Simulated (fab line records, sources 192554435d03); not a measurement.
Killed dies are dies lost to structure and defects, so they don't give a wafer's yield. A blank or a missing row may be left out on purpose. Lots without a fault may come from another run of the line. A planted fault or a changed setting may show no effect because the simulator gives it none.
fab line records | flow n5_finfet | part 1 of 2: steps 1 to 20 of 30
record lots=5 wafers=15 last_day=16
route steps=1938 shown BEOL_M13@1693 BEOL_M14@1716
lots that met no fault: from a run of the same line without faults
start_h: hours from the record's first day to the start of the lot's first wafer shown | wait_h: hours since the lot's step before | " the same as in the row above | L1.1+2: a row that stands for several wafers | - no value, or no start given | * or withheld: withheld | < > ~ a bound
route shown NAME@n: a module of which the file shows steps, and the number in the route of the first | usual: mean/standard deviation of fault-free wafers | same: alike in all rows | chamber/n: place in a boat | sites: the reading at each site | _std_site: their standard deviation | _edge_site: outer sites' mean less inner sites' | radius_mm: how far each site lies from the wafer's centre | mask NAME#n: copy n | behind: the tool/chamber that last shaped the wafer | hold: why the lot was held/for how many hours/how that ended | device: the transistor (n, p or np) that didn't switch | end of line: the same wafers' tests at the end of the route | a step without rows: its recipe alone | killed: dies lost to structure and defects at the first sort, not the wafer's yield | map: a wafer's dies, x killed, . not, _ none there
set.NAME: the setting as run; set.NAME@STEP: as run at that earlier step | model.NAME: the simulator's own value behind a step, which no gauge read
lots at some steps of the route; a table a step, a row a wafer
services: from which hour (start_h, from the record's first day; less than 0 if before it) a tool's chamber was out of use, for how many hours, and why
## steps
# step N5_BEOL_M13_ETCH_67
# recipe chemistry=CF4 target=SiARC target_depth_a=1430 time_s=238.3 ion_energy_ev=80 pressure_mtorr=40 source_w=545 bias_w=36 Ar_flow_sccm=100 cf4_flow_sccm=100 ends=cleared
# usual drypump_motor_current_A=5.7/0.59 etch_rf_on_time_s=235/4.2 oes_product_au=0.70/0.084 rf_vpp_V=184.3/1.3 showerhead_plenum_p_Torr=2.15/0.079 throttle_valve_pct=15.54/0.23
# columns lot.wafer tool chamber start_h wait_h drypump_motor_current_A etch_rf_on_time_s oes_product_au rf_hours_counter_h rf_vpp_V showerhead_plenum_p_Torr throttle_valve_pct
L077.2 rie_diel-05 0 240.72 0.0 4.7 235 0.73 58 183.5 2.09 15.41
L077.4 " 3 " " 6.8 237 0.65 165 182.5 2.06 15.70
L077.6 " 1 " " 6.0 236 0.81 - 182.0 2.10 15.44
L075.1 rie_diel-01 2 241.01 0.0 6.4 237 0.62 205 183.4 2.21 15.96
L075.2 " 0 " " 6.0 230 0.85 6 183.2 2.19 15.38
L075.6 " 1 " " 5.8 233 0.75 - 184.6 2.26 15.38
L083.3 rie_diel-03 2 283.02 0.0 5.2 242 0.62 180 185.9 2.21 15.57
L083.5 " 2 " " 5.2 240 0.62 - 184.4 2.21 15.56
L083.6 " 3 " " 5.2 241 0.63 - 182.6 1.98 15.55
L095.2 rie_diel-03 3 357.37 0.0 5.2 240 0.62 183 181.3 1.97 15.59
L095.5 " 2 " " 5.2 240 0.61 - 184.6 2.20 15.62
L095.6 " 1 " " 5.4 237 0.60 - 185.0 2.19 15.60
L094.1 rie_diel-03 2 360.55 0.0 5.2 237 0.61 205 185.0 2.20 15.64
L094.5 " 2 " " 5.2 239 0.61 - 184.5 2.20 15.62
L094.6 " 3 " " 5.2 239 0.62 - 184.1 1.97 15.58
# step N5_BEOL_M13_ETCH_68
# recipe chemistry=N2/H2 target=SOC mask_material=SiARC source_w=3000 bias_w=350 temp_c=40 time_s=355 ion_energy_ev=200 pressure_mtorr=30 n2_flow_sccm=200 h2_flow_sccm=200
# usual drypump_motor_current_A=5.7/0.6 oes_product_au=0.81/0.098 rf_vpp_V=524.2/2.9 showerhead_plenum_p_Torr=2.55/0.1 throttle_valve_pct=17.72/0.25
# same time_s=355
# columns lot.wafer tool chamber start_h wait_h drypump_motor_current_A oes_product_au rf_hours_counter_h rf_vpp_V showerhead_plenum_p_Torr throttle_valve_pct
L077.2 rie_diel-05 0 240.87 0.1 4.7 0.85 58 522.0 2.47 17.51
L077.4 " 3 " " 6.7 0.75 165 521.0 2.44 17.83
L077.6 " 1 " " 6.0 0.94 - 522.4 2.51 17.89
L075.1 rie_diel-01 2 241.15 0.1 6.4 0.72 205 526.7 2.63 18.26
L075.2 " 0 " " 6.0 0.99 6 525.2 2.61 17.62
L075.6 " 1 " " 5.8 0.89 - 528.1 2.69 17.50
L083.3 rie_diel-03 2 283.16 0.1 5.2 0.73 180 526.6 2.63 17.67
L083.5 " 2 " " 5.2 0.73 - 527.8 2.63 17.67
L083.6 " 3 " " 5.2 0.75 - 520.6 2.34 17.64
L095.2 rie_diel-03 3 357.51 0.1 5.2 0.72 183 518.5 2.33 17.70
L095.5 " 2 " " 5.2 0.71 - 528.0 2.62 17.71
L095.6 " 1 " " 5.5 0.71 - 526.2 2.61 17.73
L094.1 rie_diel-03 2 360.69 0.1 5.2 0.70 205 525.3 2.62 17.72
L094.5 " 2 " " 5.2 0.71 - 524.8 2.62 17.70
L094.6 " 3 " " 5.3 0.72 - 516.8 2.33 17.69
# step N5_BEOL_M13_STRIP_69
# recipe chemistry=N2/H2 temp_c=40 n2_flow_sccm=200 h2_flow_sccm=200 rf_frequency_hz=6e+07
# columns lot.wafer tool chamber start_h wait_h
L077.2+4+6 rie_diel-05 0,3,1 241.08 0.1
L075.1+2+6 rie_diel-01 2,0,1 241.36 0.1
L083.3+5+6 rie_diel-03 2,2,3 283.38 0.1
L095.2+5+6 rie_diel-03 3,2,1 357.72 0.1
L094.1+5+6 rie_diel-03 2,2,3 360.90 0.1
# step N5_BEOL_M13_TRENCH_ETCH_34
# recipe chemistry=C4F8/O2/Ar target=SiOC target_depth_a=4134.7 mask_material=SOC pressure_mtorr=30 source_w=3000 bias_w=700 Ar_flow_sccm=400 C4F8_flow_sccm=15 O2_flow_sccm=8 he_inner_torr=15 he_outer_torr=30 time_s=162.6 ion_energy_ev=250
# usual drypump_motor_current_A=5.7/0.59 oes_product_au=0.81/0.097 rf_vpp_V=666/3.7 showerhead_plenum_p_Torr=3.43/0.13 throttle_valve_pct=24.12/0.2
# same time_s=162.6
# columns lot.wafer tool chamber start_h wait_h drypump_motor_current_A oes_product_au rf_hours_counter_h rf_vpp_V showerhead_plenum_p_Torr throttle_valve_pct
L077.2 rie_diel-05 0 241.09 0.0 4.7 0.84 59 663 3.34 24.06
L077.4 " 3 " " 6.8 0.76 165 662 3.29 24.30
L077.6 " 1 " " 6.0 0.94 - 664 3.35 24.11
L075.1 rie_diel-01 2 241.37 0.0 6.4 0.73 205 668 3.52 24.55
L075.2 " 0 " " 6.0 0.99 6 667 3.48 24.04
L075.6 " 1 " " 5.8 0.88 - 672 3.60 23.99
L083.3 rie_diel-03 2 283.39 0.0 5.2 0.73 181 666 3.52 24.05
L083.5 " 2 " " 5.1 0.72 - 669 3.52 24.03
L083.6 " 3 " " 5.2 0.74 - 658 3.15 24.01
L095.2 rie_diel-03 3 357.73 0.0 5.2 0.71 183 659 3.14 24.02
L095.5 " 2 " " 5.2 0.71 - 667 3.51 24.08
L095.6 " 1 " " 5.4 0.70 - 668 3.51 24.12
L094.1 rie_diel-03 2 360.91 0.0 5.1 0.70 205 668 3.51 24.06
L094.5 " 2 " " 5.1 0.71 - 669 3.51 24.08
L094.6 " 3 " " 5.2 0.73 - 658 3.14 24.04
# step N5_BEOL_M13_STRIP_70
# recipe chemistry=C4F8/O2/Ar resist=SiARC rf_frequency_hz=6e+07
# columns lot.wafer tool chamber start_h wait_h
L077.2+4+6 rie_diel-05 0,3,1 241.23 0.1
L075.1+2+6 rie_diel-01 2,0,1 241.51 0.1
L083.3+5+6 rie_diel-03 2,2,3 283.52 0.1
L095.2+5+6 rie_diel-03 3,2,1 357.87 0.1
L094.1+5+6 rie_diel-03 2,2,3 361.05 0.1
# step N5_BEOL_M13_OCD_MEAS_35
# usual trench_depth_nm=416/6.4
# columns lot.wafer tool chamber start_h wait_h trench_depth_nm
L077.2 ocd-02 - 241.27 0.0 419
L077.4 " - " " 415
L077.6 " - " " 425
L075.1 ocd-01 - 241.55 0.0 416
L075.2 " - " " 422
L075.6 " - " " 419
L083.3 ocd-02 - 283.56 0.0 406
L083.5 " - " " 408
L083.6 " - " " 409
L095.2 ocd-01 - 357.91 0.0 407
L095.5 " - " " 404
L095.6 " - " " 416
L094.1 ocd-02 - 361.09 0.0 408
L094.5 " - " " 412
L094.6 " - " " 408
# step N5_BEOL_M13_STRIP_37
# recipe chemistry=N2/H2 power_w=1000 temp_c=250 h2_frac=0.65 overash_fraction=0.3 pressure_mtorr=withheld n2_flow_sccm=1750 h2_flow_sccm=3250
# usual drypump_motor_current_A=5.4/0.59 heater_power_w=323/18 oes_product_au=0.784/0.011
# columns lot.wafer tool chamber start_h wait_h drypump_motor_current_A heater_power_w oes_product_au rf_hours_counter_h
L077.2 plasma_asher-02 1 241.31 0.0 5.2 305 0.789 127
L077.4 " 1 " " 5.2 297 0.780 -
L077.6 " 1 " " 5.2 294 0.815 -
L075.1 plasma_asher-02 1 241.59 0.0 5.3 290 0.762 127
L075.2 " 0 " " 4.9 331 0.778 127
L075.6 " 1 " " 5.2 298 0.797 -
L083.3 plasma_asher-01 0 283.62 0.1 6.6 345 0.768 -
L083.5 " 1 " " 5.3 336 0.792 -
L083.6 " 0 " " 6.6 334 0.791 -
L095.2 plasma_asher-01 1 357.95 0.0 5.3 335 0.776 90
L095.5 " 1 " " 5.3 335 0.786 -
L095.6 " 0 " " 6.6 339 0.782 -
L094.1 plasma_asher-01 0 361.13 0.0 6.5 338 0.779 91
L094.5 " 1 " " 5.3 341 0.803 -
L094.6 " 0 " " 6.5 340 0.805 -
# step N5_BEOL_M13_ETCH_38
# recipe chemistry=CF4/N2 target=SiCN target_depth_a=675 taper_deg=2 time_s=71.9 ion_energy_ev=150 mask_material=SiO2 pressure_mtorr=40 source_w=430 bias_w=70 Ar_flow_sccm=100 cf4_flow_sccm=60 n2_flow_sccm=60
# usual drypump_motor_current_A=5.6/0.56 oes_product_au=0.80/0.095 rf_vpp_V=382.7/2.3 showerhead_plenum_p_Torr=2.22/0.084 throttle_valve_pct=15.39/0.23
# same time_s=71.9
# columns lot.wafer tool chamber start_h wait_h drypump_motor_current_A oes_product_au rf_hours_counter_h rf_vpp_V showerhead_plenum_p_Torr throttle_valve_pct
L077.2 rie_diel-05 3 247.94 - 6.7 0.75 168 380.2 2.12 15.54
L077.4 " 0 " " 4.7 0.85 61 380.7 2.15 15.27
L077.6 " 1 " " 6.0 0.93 - 382.0 2.16 15.29
L075.1 rie_diel-03 0 248.10 - 5.4 0.69 248 383.7 2.26 15.44
L075.2 " 1 " " 5.4 0.72 194 383.9 2.28 15.36
L075.6 " 2 " " 5.2 0.73 - 386.0 2.28 15.41
L083.3 rie_diel-03 2 284.46 - 5.2 0.73 181 384.4 2.28 15.42
L083.5 " 0 " " 5.4 1.02 - 384.4 2.26 15.00
L083.6 " 3 " " 5.2 0.73 - 378.0 2.04 15.36
L095.2 rie_diel-03 2 359.21 - 5.2 0.71 204 384.2 2.27 15.45
L095.5 " 3 " " 5.2 0.72 - 378.1 2.03 15.40
L095.6 " 0 " " 5.4 0.93 - 384.2 2.25 15.02
L094.1 rie_diel-01 1 362.87 - 5.8 0.83 93 384.2 2.31 15.31
L094.5 " 3 " " 4.9 0.86 - 384.3 2.25 15.14
L094.6 " 2 " " 6.3 0.70 - 383.3 2.26 15.86
# step N5_BEOL_M13_PRECLEAN_39
# recipe chemistry=residue_remover time_s=60 temp_c=40
# same time_s=60
# columns lot.wafer tool chamber start_h wait_h
L077.2+4+6 wet_bench-06 4,5,3 248.07 0.1
L075.1+2+6 wet_bench-01 3,4,7 248.24 0.1
L083.3+5+6 wet_bench-01 6,2,7 284.59 0.1
L095.2+5+6 wet_bench-06 2,0,1 359.33 0.1
L094.1+5+6 wet_bench-01 1,3,0 363.00 0.1
# step N5_BEOL_M13_SRD_40
# recipe time_s=30 temp_c=23 rinse_liquid=diw dry=n2_spin spin_rpm=1500 dry_time_s=30
# usual do_supply_ppb=10.00/0.093
# same time_s=30
# columns lot.wafer tool chamber start_h wait_h do_supply_ppb
L077.2 wet_bench-06 4 248.09 0.0 9.81
L077.4 " 5 " " 10.14
L077.6 " 3 " " 9.89
L075.1 wet_bench-01 3 248.26 0.0 9.89
L075.2 " 4 " " 9.91
L075.6 " 7 " " 9.90
L083.3 wet_bench-01 6 284.61 0.0 9.77
L083.5 " 2 " " 9.97
L083.6 " 7 " " 9.92
L095.2 wet_bench-06 2 359.35 0.0 10.00
L095.5 " 0 " " 9.88
L095.6 " 1 " " 9.97
L094.1 wet_bench-01 1 363.02 0.0 10.14
L094.5 " 3 " " 10.05
L094.6 " 0 " " 10.12
# step N5_BEOL_M13_DEGAS_41
# recipe ambient=vacuum temp_c=250 time_s=60
# usual heater_power_w=341/36
# same time_s=60
# columns lot.wafer tool chamber start_h wait_h heater_power_w
L077.2 pvd_sputter-02 - 248.28 0.2 318
L077.4 " - " " 298
L077.6 " - " " 403
L075.1 pvd_sputter-02 - 248.64 0.4 307
L075.2 " - " " 321
L075.6 " - " " 364
L083.3 pvd_sputter-03 - 285.21 0.6 292
L083.5 " - " " 384
L083.6 " - " " 296
L095.2 pvd_sputter-03 - 359.65 0.3 351
L095.5 " - " " 393
L095.6 " - " " 299
L094.1 pvd_sputter-01 - 363.20 0.2 367
L094.5 " - " " 369
L094.6 " - " " 322
# step N5_BEOL_M13_PRE_CLEAN_42
# recipe gas=H2/He time_s=30 temp_c=250
# usual heater_power_w=341/36
# same time_s=30
# columns lot.wafer tool chamber start_h wait_h heater_power_w
L077.2 pvd_sputter-02 - 248.32 0.0 317
L077.4 " - " " 306
L077.6 " - " " 388
L075.1 pvd_sputter-02 - 248.68 0.0 302
L075.2 " - " " 317
L075.6 " - " " 365
L083.3 pvd_sputter-03 - 285.25 0.0 293
L083.5 " - " " 386
L083.6 " - " " 285
L095.2 pvd_sputter-03 - 359.69 0.0 364
L095.5 " - " " 383
L095.6 " - " " 299
L094.1 pvd_sputter-01 - 363.24 0.0 367
L094.5 " - " " 371
L094.6 " - " " 326
# step N5_BEOL_M13_SPUTTER_43
# recipe material=TaN target_thk_a=150 temp_c=50 bias_v=168.6 power_w=15000 chamber_pressure_pa=0.12 time_s=24.19
# usual cathode_dc_power_W=15000/3 throttle_valve_pct=29.8/1.3
# same time_s=24.19
# columns lot.wafer tool chamber start_h wait_h cathode_dc_power_W throttle_valve_pct
L077.2 pvd_sputter-02 - 248.36 0.0 15003 27.9
L077.4 " - " " 14998 29.6
L077.6 " - " " 15000 29.7
L075.1 pvd_sputter-02 - 248.72 0.0 14999 29.6
L075.2 " - " " 15002 28.1
L075.6 " - " " 15003 29.5
L083.3 pvd_sputter-03 - 285.29 0.0 15003 32.2
L083.5 " - " " 15000 29.7
L083.6 " - " " 14995 32.0
L095.2 pvd_sputter-03 - 359.73 0.0 15003 31.3
L095.5 " - " " 14995 29.8
L095.6 " - " " 14997 32.0
L094.1 pvd_sputter-01 - 363.28 0.0 15001 30.5
L094.5 " - " " 14998 31.6
L094.6 " - " " 15002 29.2
# step N5_BEOL_M13_SPUTTER_44
# recipe material=Ta target_thk_a=100 temp_c=50 bias_v=80 power_w=15000 chamber_pressure_pa=0.07 time_s=16.13
# usual cathode_dc_power_W=15000/2.8 throttle_valve_pct=29.8/1.4
# same time_s=16.13
# columns lot.wafer tool chamber start_h wait_h cathode_dc_power_W throttle_valve_pct
L077.2 pvd_sputter-02 - 248.44 0.0 14999 27.9
L077.4 " - " " 15001 29.6
L077.6 " - " " 15004 29.7
L075.1 pvd_sputter-02 - 248.80 0.0 15000 29.8
L075.2 " - " " 14997 27.6
L075.6 " - " " 15000 29.4
L083.3 pvd_sputter-03 - 285.37 0.0 14997 32.2
L083.5 " - " " 15000 29.9
L083.6 " - " " 14996 32.2
L095.2 pvd_sputter-03 - 359.81 0.0 15000 31.3
L095.5 " - " " 14999 29.8
L095.6 " - " " 15001 32.0
L094.1 pvd_sputter-01 - 363.36 0.0 15000 30.3
L094.5 " - " " 15003 31.1
L094.6 " - " " 15005 29.1
# step N5_BEOL_M13_SPUTTER_45
# recipe material=Cu target_thk_a=800 temp_c=-20 bias_v=60 power_w=26000 chamber_pressure_pa=0.13 time_s=13.33
# usual cathode_dc_power_W=26000/4.3 throttle_valve_pct=29.8/1.3
# same time_s=13.33
# columns lot.wafer tool chamber start_h wait_h cathode_dc_power_W throttle_valve_pct
L077.2 pvd_sputter-02 - 248.52 0.0 26002 27.8
L077.4 " - " " 25998 29.6
L077.6 " - " " 25991 29.8
L075.1 pvd_sputter-02 - 248.88 0.0 26003 29.6
L075.2 " - " " 25997 27.9
L075.6 " - " " 26001 29.3
L083.3 pvd_sputter-03 - 285.45 0.0 26005 32.3
L083.5 " - " " 26000 29.5
L083.6 " - " " 26001 32.1
L095.2 pvd_sputter-03 - 359.89 0.0 25995 31.4
L095.5 " - " " 26003 30.0
L095.6 " - " " 25992 32.0
L094.1 pvd_sputter-01 - 363.44 0.0 26000 30.5
L094.5 " - " " 26000 31.1
L094.6 " - " " 25996 28.9
# step N5_BEOL_M13_ECD_47
# recipe material=Cu target_thk_a=9360
# columns lot.wafer tool chamber start_h wait_h
L077.2+4+6 ecd_cu-02 0,1,0 248.70 0.1
L075.1+2+6 ecd_cu-02 0,1,1 249.00 0.1
L083.3+5+6 ecd_cu-01 1,0,1 285.62 0.1
L095.2+5+6 ecd_cu-02 0,0,1 360.01 0.1
L094.1+5+6 ecd_cu-02 0,1,0 363.58 0.1
# step N5_BEOL_M13_ANNEAL_48
# recipe temp_c=225 time_s=90 ambient=N2
# usual anneal_temp_c_max=225.9/0.3 wafer_temp_C_max=225.92/0.21
# same time_s=90
# columns lot.wafer tool chamber start_h wait_h anneal_temp_c_max wafer_temp_C_max
L077.2 rtp_anneal-01 0 249.47 0.7 225.1 225.99
L077.4 " 0 " " 225.5 225.81
L077.6 " 0 " " 225.6 225.96
L075.1 rtp_anneal-02 0 249.88 0.8 226.3 226.14
L075.2 " 0 " " 226.0 225.86
L075.6 " 0 " " 226.5 225.92
L083.3 rtp_anneal-01 0 285.90 0.2 225.5 225.69
L083.5 " 0 " " 225.5 225.61
L083.6 " 0 " " 225.8 225.67
L095.2 rtp_anneal-01 0 360.22 0.2 225.7 225.66
L095.5 " 0 " " 225.5 225.83
L095.6 " 0 " " 225.7 225.85
L094.1 rtp_anneal-02 0 363.98 0.4 226.2 226.03
L094.5 " 0 " " 225.6 226.05
L094.6 " 0 " " 225.9 226.19
# step N5_BEOL_M13_CMP_49
# recipe stop_on=SiOC t_overpolish_s=17.1 down_force_psi=1 platen_rpm=50 clearing_platen_down_force_psi=1.5 clearing_platen_rpm=50 post_cmp_clean=cu_alkaline target_thk_nm=420 clearing_platen_pad_velocity_m_s=0.99484 pad_velocity_m_s=0.99484
# usual barrier_field_endpoint_s=30.3/0.55 motor_current_A=5.9/0.47 overpolish_run_s=17.099/0.0093
# columns lot.wafer tool chamber start_h wait_h barrier_field_endpoint_s motor_current_A overpolish_run_s
L077.2 cmp-01 1 249.80 0.3 30.5 6.1 17.113
L077.4 " 2 " " 29.9 5.1 17.093
L077.6 " 0 " " 30.5 6.4 17.097
L075.2 cmp-01 1 250.21 0.2 31.1 6.3 17.104
L075.1 " 2 " " 30.1 4.9 17.106
L075.6 " 0 " " 31.9 6.2 17.115
L083.3 cmp-03 2 286.16 0.2 29.7 5.7 17.108
L083.6 " 1 " " 29.9 6.5 17.099
L083.5 " 2 " " 29.7 5.9 17.092
L095.2 cmp-01 3 360.47 0.2 29.5 6.0 17.095
L095.5 " 3 " " 29.5 5.9 17.104
L095.6 " 0 " " 29.9 6.1 17.086
L094.1 cmp-01 1 364.39 0.4 31.3 5.9 17.094
L094.5 " 2 " " 30.7 5.0 17.093
L094.6 " 3 " " 30.4 6.1 17.114
# step N5_BEOL_M13_THK_MEAS_50
# recipe thk_meas_gauge=xrf reads=Cu_of_BEOL_M13_ECD_47
# usual M13_THK=410/7.4
# columns lot.wafer tool chamber start_h wait_h M13_THK[nm]
L077.2 film_metro-02 - 250.02 - 413
L077.4 " - " " 410
L077.6 " - " " 420
L075.1 film_metro-02 - 250.47 - 410
L075.2 " - " " 418
L075.6 " - " " 413
L083.3 film_metro-02 - 286.42 - 398
L083.5 " - " " 401
L083.6 " - " " 401
L095.2 film_metro-01 - 360.76 - 402
L095.5 " - " " 400
L095.6 " - " " 412
L094.1 film_metro-02 - 364.57 - 397
L094.5 " - " " 402
L094.6 " - " " 399
# step N5_BEOL_M13_PRE_CLEAN_52
# recipe gas=NH3 time_s=15 temp_c=withheld rf_power_w=300
# same time_s=15
# columns lot.wafer tool chamber start_h wait_h since_wet_clean_h
L077.2 pecvd-02 1 250.05 0.0 1498
L077.4 " 1 " " -
L077.6 " 0 " " -
L075.1 pecvd-02 1 250.51 0.0 1498
L075.2 " 2 " " 19
L075.6 " 0 " " -
L083.3 pecvd-04 1 286.45 0.0 1715
L083.5 " 1 " " -
L083.6 " 0 " " -
L095.2 pecvd-02 0 360.80 0.0 883
L095.5 " 1 " " -
L095.6 " 0 " " -
L094.1 pecvd-04 1 364.61 0.0 1793
L094.5 " 2 " " -
L094.6 " 1 " " -
